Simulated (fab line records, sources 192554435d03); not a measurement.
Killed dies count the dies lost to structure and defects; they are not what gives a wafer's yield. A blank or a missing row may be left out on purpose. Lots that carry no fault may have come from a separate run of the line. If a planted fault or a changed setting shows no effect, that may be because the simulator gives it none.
fab line records | flow n5-finfet
record: lots: 7 wafers: 21
route steps=1938 shown BEOL_M13@1710 BEOL_M15@1801 MIM_TOP_LITHO@1843 MIM_BOT_ETCH@1868
start-h: the number of hours between the record's first day and the start of the first shown wafer of the lot | wait-h: hours from the lot's prior step to this one | " same as the row above | L1.1+2: one row covering several wafers at once | - no value, or no start given | * or withheld: withheld | < > ~ a bound
route shown NAME@n: NAME is a module with steps in the file, n the number in the route of the first one | usual: mean and standard deviation over wafers with no fault | same: alike in all rows | chamber/n: place in a boat | sites: the reading at each site | _std_site: standard deviation of those values | _edge_site: inner sites' mean taken away from outer sites' mean | radius-mm: for every site, how far away it sits from the centre of the wafer | mask NAME#n: copy n | behind: the last tool/chamber to shape the wafer | hold: why the lot went on hold/how many hours it stayed there/how the hold came to an end | device: transistor that didn't switch, given as n, p or np | end of line: tests run on the same wafers once the route is complete | a step given without rows: its recipe and nothing more | killed: the dies lost at the first sort to structure and to defects; this is not the yield of the wafer | map: per-die view of a wafer (x killed, . not killed, _ where there is no die)
set.NAME: the run value of the setting; set.NAME@STEP: its run value at that earlier step | model.NAME: the simulator's own value behind a step, which no gauge read
lots run with intentionally changed settings; tables by step, rows by wafer
== steps ==
step: N5_BEOL_M13_CMP_49
recipe: stop-on: SiOC t-overpolish-s: 17.1 down-force-psi: 1 platen-rpm: 50 clearing-platen-down-force-psi: 1.5 clearing-platen-rpm: 50 post-cmp-clean: cu-alkaline target-thk-nm: 420 clearing-platen-pad-velocity-m-s: 0.99484 pad-velocity-m-s: 0.99484
usual: barrier-field-endpoint-s: 30.5/0.69
columns lot.wafer tool chamber start-h wait-h set.down-force-psi barrier-field-endpoint-s
L083.1 cmp-04 2 286.24 0.3 1 30.1
L083.2 " 0 " " 1 29.8
L083.6 " 1 " " 1 30.0
L084.1 cmp-01 0 303.71 0.3 0.9116 32.6
L084.6 " 0 " " 1 29.6
L084.5 " 1 " " 0.9116 32.0
L085.1 cmp-01 2 310.13 0.3 1 30.8
L085.4 " 3 " " 1 30.5
L085.2 " 0 " " 0.8479 35.9
L089.3 cmp-02 0 328.53 0.2 1 31.0
L089.4 " 1 " " 1 30.5
L089.6 " 0 " " 1 30.1
L090.2 cmp-02 3 333.06 0.2 1 30.6
L090.4 " 1 " " 0.9179 33.9
L090.5 " 3 " " 0.9179 33.6
L092.3 cmp-04 1 360.83 0.2 1 30.2
L092.1 " 2 " " 1 30.2
L092.5 " 1 " " 1.099 26.7
L095.2 cmp-02 3 363.17 0.3 1 30.7
L095.5 " 0 " " 1 30.7
L095.6 " 1 " " 0.8379 38.0
step: N5_BEOL_M15_PEB_26
recipe: peb-temp-c: 130 peb-time-s: 90
columns lot.wafer tool chamber start-h wait-h set.peb-temp-c
L083.1+2 litho-track-03 0 293.64 0.1 130
L083.6 " 0 " " 128
L084.1 litho-track-03 0 312.23 0.1 130
L084.5+6 " 0 " " 133
L085.1 litho-track-03 0 318.26 0.1 129.1
L085.2+4 " 0 " " 130
L089.3+4+6 litho-track-04 0 336.94 0.0 130
L090.2+4+5 litho-track-03 0 340.08 0.0 130
L092.1+3+5 litho-track-03 0 370.34 0.1 130
L095.2+5+6 litho-track-04 0 371.33 0.0 127.7
step: N5_BEOL_M15_DEVELOP_27
recipe: develop-time-s: 45 rinse-liquid: diw dry: air-spin dev-temp-c: 21
columns lot.wafer tool chamber start-h wait-h set.develop-time-s
L083.1 litho-track-03 0 - - 45
L083.2+6 " 0 " " 37.82
L084.1+5+6 litho-track-03 0 - - 45
L085.1+2+4 litho-track-03 0 - - 45
L089.3+4+6 litho-track-04 0 - - 45
L090.2+4 litho-track-03 0 - - 42.1
L090.5 " 0 " " 45
L092.1+3 litho-track-03 0 - - 52.4
L092.5 " 0 " " 45
L095.2+6 litho-track-04 0 - - 37.52
L095.5 " 0 " " 45
step: N5_BEOL_M15_HARDBAKE_32
recipe: temp-c: 130 time-s: 120
step: N5_BEOL_M15_CD_MEAS_28
recipe: target-cd-nm: 407.6 landing-energy-ev: 500 detector: se-inlens
usual: cd-nm: 407.2/1.7
columns lot.wafer tool chamber start-h wait-h set.peb-temp-c@BEOL_M15_PEB_26 cd-nm
L083.1 cd-sem-02 0 293.75 - 130 405.9
L083.2 " 0 " " 130 405.4
L083.6 " 0 " " 128 394.8
L084.1 cd-sem-02 0 312.35 - 130 407.2
L084.5 " 0 " " 133 417.6
L084.6 " 0 " " 133 416.5
L085.1 cd-sem-03 0 318.38 - 129.1 402.4
L085.2 " 0 " " 130 405.8
L085.4 " 0 " " 130 406.4
L089.3 cd-sem-01 0 337.06 - 130 409.3
L089.4 " 0 " " 130 409.9
L089.6 " 0 " " 130 410.5
L090.2 cd-sem-02 0 340.20 - 130 408.6
L090.4 " 0 " " 130 407.2
L090.5 " 0 " " 130 408.6
L092.1 cd-sem-03 0 370.46 - 130 409.6
L092.3 " 0 " " 130 409.1
L092.5 " 0 " " 130 407.2
L095.2 cd-sem-02 0 371.45 - 127.7 396.0
L095.5 " 0 " " 127.7 394.4
L095.6 " 0 " " 127.7 396.5
step: N5_BEOL_M15_DESCUM_33
recipe: chemistry: O2 time-s: 7.9 source-power-w: 50 bias-power-w: 20 pressure-mtorr: 20 rf-frequency-hz: 2.712e+07 temp-c: 40 o2-flow-sccm: 225
columns lot.wafer tool chamber start-h wait-h set.peb-temp-c@BEOL_M15_PEB_26 model.BEOL_M15.cd-nm
L083.1 rie-diel-02 0 293.84 0.0 130 406
L083.2 " 3 " " 130 405.6
L083.6 " 3 " " 128 394.4
L084.1 rie-diel-02 0 312.45 0.0 130 407
L084.5 " 0 " " 133 417.2
L084.6 " 1 " " 133 416.6
L085.1 rie-diel-02 1 318.59 0.2 129.1 402.6
L085.2 " 0 " " 130 405.8
L085.4 " 3 " " 130 406.6
L089.3 rie-diel-02 2 337.14 0.0 130 409
L089.4 " 1 " " 130 410
L089.6 " 1 " " 130 410.6
L090.2 rie-diel-03 1 340.44 0.2 130 408.6
L090.4 " 2 " " 130 406.8
L090.5 " 3 " " 130 408.8
L092.1 rie-diel-02 0 370.75 0.2 130 409.4
L092.3 " 1 " " 130 408.6
L092.5 " 3 " " 130 407.6
L095.2 rie-diel-04 2 371.54 0.0 127.7 396.2
L095.5 " 2 " " 127.7 394.6
L095.6 " 3 " " 127.7 396.4
step: N5_BEOL_M15_ETCH_61
recipe: chemistry: N2/H2 target: BARC target-depth-a: 890 overetch-a: 267 time-s: 67.9 ion-energy-ev: 200 pressure-mtorr: 30 source-w: 840 bias-w: 150 n2-flow-sccm: 200 h2-flow-sccm: 200
columns lot.wafer tool chamber start-h wait-h set.peb-temp-c@BEOL_M15_PEB_26 model.BEOL_M15.cd-nm
L083.1 rie-diel-02 0 293.87 0.0 130 397.6
L083.2 " 3 " " 130 397.8
L083.6 " 3 " " 128 386.4
L084.1 rie-diel-02 0 312.48 0.0 130 398.4
L084.5 " 2 " " 133 410.4
L084.6 " 3 " " 133 408.2
L085.1 rie-diel-02 1 318.62 0.0 129.1 394.6
L085.2 " 0 " " 130 398
L085.4 " 3 " " 130 398.8
L089.3 rie-diel-02 2 337.18 0.0 130 401.8
L089.4 " 1 " " 130 401.4
L089.6 " 1 " " 130 402.4
L090.2 rie-diel-03 1 340.47 0.0 130 401.6
L090.4 " 2 " " 130 398.8
L090.5 " 3 " " 130 401
L092.1 rie-diel-02 0 370.78 0.0 130 401.8
L092.3 " 1 " " 130 401
L092.5 " 3 " " 130 399.6
L095.2+6 rie-diel-04 2,3 371.57 0.0 127.7 388.8
L095.5 " 2 " " 127.7 387.2
step: N5_BEOL_M15_TRENCH_ETCH_34
recipe: chemistry: C4F8/O2/Ar target: SiO2 target-depth-a: 8729.3 he-inner-torr: 15 he-outer-torr: 30 time-s: 199 ion-energy-ev: 800 pressure-mtorr: 20 source-w: 1905 bias-w: 2040 Ar_flow_sccm: 400 C4F8_flow_sccm: 16 O2_flow_sccm: 12
columns lot.wafer tool chamber start-h wait-h set.peb-temp-c@BEOL_M15_PEB_26 model.BEOL_M15.cd-nm
L083.1+2 rie-diel-02 0,3 293.93 0.0 130 397.2
L083.6 " 3 " " 128 386
L084.1 rie-diel-02 0 312.53 0.0 130 398.6
L084.5 " 2 " " 133 410.2
L084.6 " 3 " " 133 408
L085.1 rie-diel-02 1 318.67 0.0 129.1 394.8
L085.2 " 0 " " 130 398
L085.4 " 3 " " 130 398.6
L089.3 rie-diel-02 2 337.23 0.0 130 402.2
L089.4 " 1 " " 130 401.6
L089.6 " 1 " " 130 403.2
L090.2 rie-diel-03 1 340.53 0.0 130 402.4
L090.4 " 2 " " 130 399.6
L090.5 " 3 " " 130 401.6
L092.1 rie-diel-02 0 370.83 0.0 130 401.6
L092.3 " 1 " " 130 401.2
L092.5 " 3 " " 130 399.2
L095.2 rie-diel-04 2 371.62 0.0 127.7 389
L095.5 " 2 " " 127.7 387.4
L095.6 " 3 " " 127.7 389.2
step: N5_MIM_TOP_LITHO_EXPOSE_05
recipe: mask-id: MIM_TOP na: 0.55 source-shape: conventional sigma-outer: 0.8 polarization: unpolarized target-cd-nm: 2000 dose-mj: 20.5
columns lot.wafer tool chamber start-h wait-h mask set.dose-mj
L083.1+6 krf-scanner-01 0 301.70 - MIM_TOP#0 20.5
L083.2 " 0 " " MIM_TOP#0 21.38
L084.1 krf-scanner-02 0 322.03 - MIM_TOP#0 21.44
L084.5+6 " 0 " " MIM_TOP#0 20.5
L085.1+2 krf-scanner-02 0 327.70 - MIM_TOP#0 21.57
L085.4 " 0 " " MIM_TOP#0 20.5
L089.3+4+6 krf-scanner-01 0 342.29 - MIM_TOP#0 20.5
L090.2+4 krf-scanner-02 0 352.58 - MIM_TOP#0 20.5
L090.5 " 0 " " MIM_TOP#0 21.27
L092.1+3+5 krf-scanner-02 0 377.35 - MIM_TOP#0 20.5
L095.2+5+6 krf-scanner-01 0 377.52 - MIM_TOP#0 20.5
step: N5_MIM_TOP_LITHO_PEB_06
recipe: peb-temp-c: withheld peb-time-s: *
step: N5_MIM_TOP_LITHO_DEVELOP_07
recipe: develop-time-s: 60 rinse-liquid: diw dry: air-spin dev-temp-c: 21
step: N5_MIM_TOP_LITHO_HARDBAKE_09
recipe: temp-c: 130 time-s: 120
step: N5_MIM_TOP_LITHO_CD_MEAS_08
recipe: target-cd-nm: 2000 landing-energy-ev: 500 detector: se-inlens
usual: cd-nm: 2000.2/1.3
columns lot.wafer tool chamber start-h wait-h set.dose-mj@MIM_TOP_LITHO_EXPOSE_05 cd-nm
L083.1 cd-sem-03 0 301.88 - 20.5 2001.6
L083.2 " 0 " " 21.38 1993.0
L083.6 " 0 " " 20.5 2001.1
L084.1 cd-sem-03 0 322.21 - 21.44 1991.9
L084.5 " 0 " " 20.5 2001.2
L084.6 " 0 " " 20.5 2000.8
L085.1 cd-sem-01 0 327.88 - 21.57 1990.2
L085.2 " 0 " " 21.57 1990.7
L085.4 " 0 " " 20.5 1999.8
L089.3 cd-sem-03 0 342.45 - 20.5 2001.3
L089.4 " 0 " " 20.5 1999.6
L089.6 " 0 " " 20.5 1999.7
L090.2 cd-sem-03 0 352.76 - 20.5 2000.4
L090.4 " 0 " " 20.5 1999.8
L090.5 " 0 " " 21.27 1991.5
L092.1 cd-sem-02 0 377.53 - 20.5 2002.9
L092.3 " 0 " " 20.5 2001.8
L092.5 " 0 " " 20.5 2001.6
L095.2 cd-sem-03 0 377.69 - 20.5 2000.3
L095.5 " 0 " " 20.5 2000.1
L095.6 " 0 " " 20.5 2001.4
step: N5_MIM_BOT_ETCH_ETCH_00
recipe: chemistry: Cl2/BCl3 target: TiN target-depth-a: 455 ion-energy-ev: 150 pressure-mtorr: 10 icp-w: 1000 bias-w: 126 Cl2_flow_sccm: 53.25 bcl3-flow-sccm: 21.75 Ar_flow_sccm: 25
columns lot.wafer tool chamber start-h wait-h set.icp-w model.etch.depth-nm
L083.1 rie-metal-03 0 303.95 0.1 823 38.97
L083.2 " 1 " " 1000 44.2
L083.6 " 0 " " 1000 45.57
L084.1 rie-metal-03 0 323.60 0.1 1000 46.35
L084.5 " 0 " " 1000 46.1
L084.6 " 1 " " 1000 44.54
L085.1 rie-metal-01 0 329.28 0.1 1000 45.26
L085.2 " 0 " " 1000 45.59
L085.4 " 0 " " 1000 45.46
L089.3 rie-metal-03 1 344.73 0.2 1000 44.83
L089.4 " 1 " " 1000 44.76
L089.6 " 1 " " 1000 44.84
L090.2 rie-metal-02 1 354.10 0.1 1000 45.25
L090.4 " 1 " " 1000 45.45
L090.5 " 0 " " 1000 45.87
L092.1 rie-metal-02 1 378.72 0.1 881.8 41.28
L092.3 " 0 " " 1000 46.63
L092.5 " 0 " " 881.8 41.58
L095.2 rie-metal-03 1 378.88 0.1 1000 44.31
L095.5 " 1 " " 943.3 41.53
L095.6 " 0 " " 1000 45.73
== key ==
split: step: N5_BEOL_M13_CMP_49 setting: down-force-psi stated: 1 by: wafer
response: step: N5_BEOL_M13_CMP_49 reading: barrier-field-endpoint-s change: -0.383 per: 1% r: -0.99
split: step: N5_BEOL_M15_PEB_26 setting: peb-temp-c stated: 130 by: wafer
response: step: N5_BEOL_M15_CD_MEAS_28 reading: cd-nm change: +5.11 per: 1% r: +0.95
response: step: N5_BEOL_M15_DESCUM_33 reading: model.BEOL_M15.cd-nm change: +5.25 per: 1% r: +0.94
response: step: N5_BEOL_M15_ETCH_61 reading: model.BEOL_M15.cd-nm change: +5.53 per: 1% r: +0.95
response: step: N5_BEOL_M15_TRENCH_ETCH_34 reading: model.BEOL_M15.cd-nm change: +5.37 per: 1% r: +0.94
split: step: N5_BEOL_M15_DEVELOP_27 setting: develop-time-s stated: 45 by: wafer
response none clear
split: step: N5_MIM_TOP_LITHO_EXPOSE_05 setting: dose-mj stated: 20.5 by: wafer
response: step: N5_MIM_TOP_LITHO_CD_MEAS_08 reading: cd-nm change: -1.97 per: 1% r: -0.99
split: step: N5_MIM_BOT_ETCH_ETCH_00 setting: icp-w stated: 1000 by: wafer
response: step: N5_MIM_BOT_ETCH_ETCH_00 reading: model.etch.depth-nm change: +0.383 per: 1% r: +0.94
